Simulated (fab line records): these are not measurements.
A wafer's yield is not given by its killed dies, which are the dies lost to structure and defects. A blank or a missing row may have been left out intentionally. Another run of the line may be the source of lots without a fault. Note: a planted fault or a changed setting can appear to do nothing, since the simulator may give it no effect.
Code-filled problem report in 8D (eight disciplines) form | flow n5 finfet | the parts of the form that need people (team, actions taken, sign-off) are left out

== 1. WHAT IS WRONG ==
At N5_BEOL_M12_PEB_08, plate temp C averages 130.93 C over 6 wafers from 2 lots, while fault-free wafers read 130.01 C, standard deviation 0.13. That is +7.1 standard deviations from the usual mean.
The step: peb time 90 s.
Earliest sighting: wafer L945.3 on litho track-03 at day 17 20:48. The record holds 36 wafers of 12 lots with a number at this step. Rule for "out" (also "out of limits"): further than 4 standard deviations from the usual mean. All remaining wafers that have a number are taken as sound.

== 2. WHAT IT IS, AND WHAT IT ISN'T ==
question                    | is                     | is not
which readings at this step | plate temp C           | -
which lots                  | L940, L945             | L924, L928, L930, L931, L932, L933, L934, L936, L946, L947
which wafers of those lots  | all that have a number | -
read on which tools         | litho track-03         | litho track-01, litho track-05
when                        | from day 17 20:48      | up to then (27 sound wafers); but 3 sound wafers of L947 came after

== 3. SUSPECTS, AND WHAT RULES EACH OUT ==
Counting: a tool stays on the suspect list if, at a process step up to the reading, it processed all lots that are out and no sound lot following the first of them.
- litho track-03 at N5_BEOL_M12_PEB_08 (peb time 90 s): kept. It processed each lot that is out, first L945 at day 17 20:48, and no sound lot thereafter; up to then, the last sound lot it processed was L946 at day 16 22:24. Out on those wafers are its own readings of plate temp C.
Left after counting: litho track-03 at N5_BEOL_M12_PEB_08.

== 4. THE CAUSE (what the simulator had put in) ==
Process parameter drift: litho track-03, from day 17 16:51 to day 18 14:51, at N5_BEOL_M12_PEB_08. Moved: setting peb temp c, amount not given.
The count eliminated every tool but this one.

== 5. THE CHAIN OF EFFECTS, in route order ==
Each row: a reading where the mean over the struck wafers with a number is more than 3 standard deviations away from the usual. Only readings for which the record gives a usual standard deviation are gone through. hours: the time from each lot's start at the first step in this table that gives one to its start at this step, as a median over the lots. sigmas: the change in usual standard deviations.
hours | step               | reading      | usual    | on struck wafers | change | sigmas
0     | N5_BEOL_M12_PEB_08 | plate temp C | 130.01 C | 130.93           | +0.92  | +7.1
Here are the process steps it includes:
- N5_BEOL_M12_PEB_08: peb time 90 s.
Later measuring or inspecting steps at which every struck wafer that the step has a row for has a number for every such reading, and none has moved that far: N5_BEOL_M12_OVL_MEAS_11.

== 6. HOW IT WOULD HAVE BEEN CAUGHT EARLIER ==
In this record no reading fell out of limits until day 17 20:48, 4 hours after the fault had begun at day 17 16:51.
